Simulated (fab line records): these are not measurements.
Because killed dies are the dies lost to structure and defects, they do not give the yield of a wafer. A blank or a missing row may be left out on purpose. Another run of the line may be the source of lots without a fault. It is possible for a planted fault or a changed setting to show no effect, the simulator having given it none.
A struck lot beside a sound one ; flow n5 finfet ; 26 steps out of a route of 1938
Sound: the wafers L343.4, L343.5, L343.6. Struck: wafer L336.3. (L336.1, L336.6 of the same lot were not struck and are left out.) The cause comes at the end.
At each step with rows: each side's tool, then ch and its chambers, then its first start. Under that, the readings that differ: sound wafers ; struck wafers ; difference of the means ; sigmas: that difference in standard deviations of wafers without a fault.
alike: readings with means less than 2 such deviations apart, plus words and numbers identical on both sides. not compared: withheld readings, readings lacking a value on some wafer, bounds such as >300 that could conceal the same value, and numbers that have no deviation in the record and whose values overlap.
A row with sigmas, a row that says differs or no value, or rows on one side alone: a step with any of these is where the two part. Non-overlapping numbers with no deviation appear without sigmas and do not part them. Lack of a reading on every wafer of one side parts them only where that side has two or more wafers.

first, 11 steps without rows for these wafers: N5_SD_EPI_P_DESCUM_14 (chemistry O2, time 7.9 s); N5_SD_EPI_P_ETCH_36 (etches SiARC in CF4, target depth 45.5 nm, time 75.8 s); N5_SD_EPI_P_ETCH_37 (etches SOC in N2/H2, overetch 108 nm, time 486 s); N5_SD_EPI_P_STRIP_38 (strips in N2/H2); N5_SD_EPI_P_ETCHBACK_46 (etches SiNx in CH3F/O2, stops on SiO2, target depth 17.5 nm); N5_SD_EPI_P_ETCH_47 (etches SiOCN in CH3F/O2, target depth 25 nm); N5_SD_EPI_P_ETCH_16 (etches SiO2 in CHF3/O2, target depth 5 nm); N5_SD_EPI_P_STRIP_50 (strips in CHF3/O2); N5_SD_EPI_P_SD_RECESS_17 (chemistry HBr/Cl2/O2, target depth 39.1 nm, bt time 3 s); N5_SD_EPI_P_WET_ETCH_45 (etches SiO2 in dHF, time 10.7 s, target depth 2 nm, rinse time 30 s); N5_SD_EPI_P_STRIP_40 (strips in N2/H2).
N5_SD_EPI_P_PRECLEAN_52: cleans in O3/DIW, time 60 s.
  sound on wet bench-03 ch 1,2,4, day 10 05:00; struck on wet bench-03 ch 1,2,7, day 7 04:40
then, 10 steps without rows for these wafers: N5_SD_EPI_P_SRD_20 (time 30 s); N5_SD_EPI_P_PRECLEAN_51 (cleans in NF3:NH3, afs cycles 1, time 20 s, sublimation time 60 s); N5_SD_EPI_P_VAPOR_ETCH_44 (etches SiGe30 in NF3/Ar, time 3.3 s); N5_SD_EPI_P_EPI_21 (deposits SiGe:B, time 355 s); N5_SD_EPI_P_HM_STRIP_48 (strips SiNx in H3PO4, material SiNx, target depth 3 nm); N5_SD_EPI_P_SRD_49 (time 30 s); N5_SD_EPI_P_PRECLEAN_24 (cleans in O3/DIW, time 45 s); N5_SD_EPI_P_PRECLEAN_32 (cleans in dHF, time 10 s); N5_SD_EPI_P_PRECLEAN_33 (cleans in SC2, time 45 s); N5_SD_EPI_P_SRD_25 (time 30 s).
N5_SD_EPI_P_INSPECT_26: inspects for defects (darkfield).
  struck on defect inspect-01, day 7 07:28; sound on defect inspect-01, day 10 07:48
reading;sound;struck;difference;sigmas
raw defect count;164 176 171;744;+574;+17
then, 1 step without rows for these wafers: N5_SD_ACTIVATION_RTA_00 (time 0 s).
-- a jump in the record: the struck wafers' starts before and after are 7 days apart (it breaks off in module SD_ACTIVATION and resumes in module BEOL_M4, where the first step shown is number 1111 of the route) --
N5_BEOL_M4_RC_MEAS_101:
  sound on prober-02 ch 0, day 15 22:20; struck on prober-02 ch 0, day 14 00:18
reading;sound;struck;difference;sigmas
ION_N (uA/um);690 685 698;672;-19;-2
ION_P (uA/um);472 474 475;454;-20;-3
VT_P (mV);-244 -247 -243;-253;-8;-3
  alike: DIBL_N, DIBL_P, IOFF_N, IOFF_P, SS_N, SS_P, VT_N
-- here the record skips 5 days between the struck wafers' starts before and after, leaving off in module BEOL_M4 and picking up in module PASSIVATION (first step shown: number 1936 of the route) --
N5_PASSIVATION_PROBE_49:
  rows exist in the record for the struck wafers here (prober-01, day 18 12:25), but not for the sound ones

WHERE THEY PART
Last at N5_PASSIVATION_PROBE_49 as far as this record goes, first at N5_SD_EPI_P_INSPECT_26.

WHY: what the simulator had put in
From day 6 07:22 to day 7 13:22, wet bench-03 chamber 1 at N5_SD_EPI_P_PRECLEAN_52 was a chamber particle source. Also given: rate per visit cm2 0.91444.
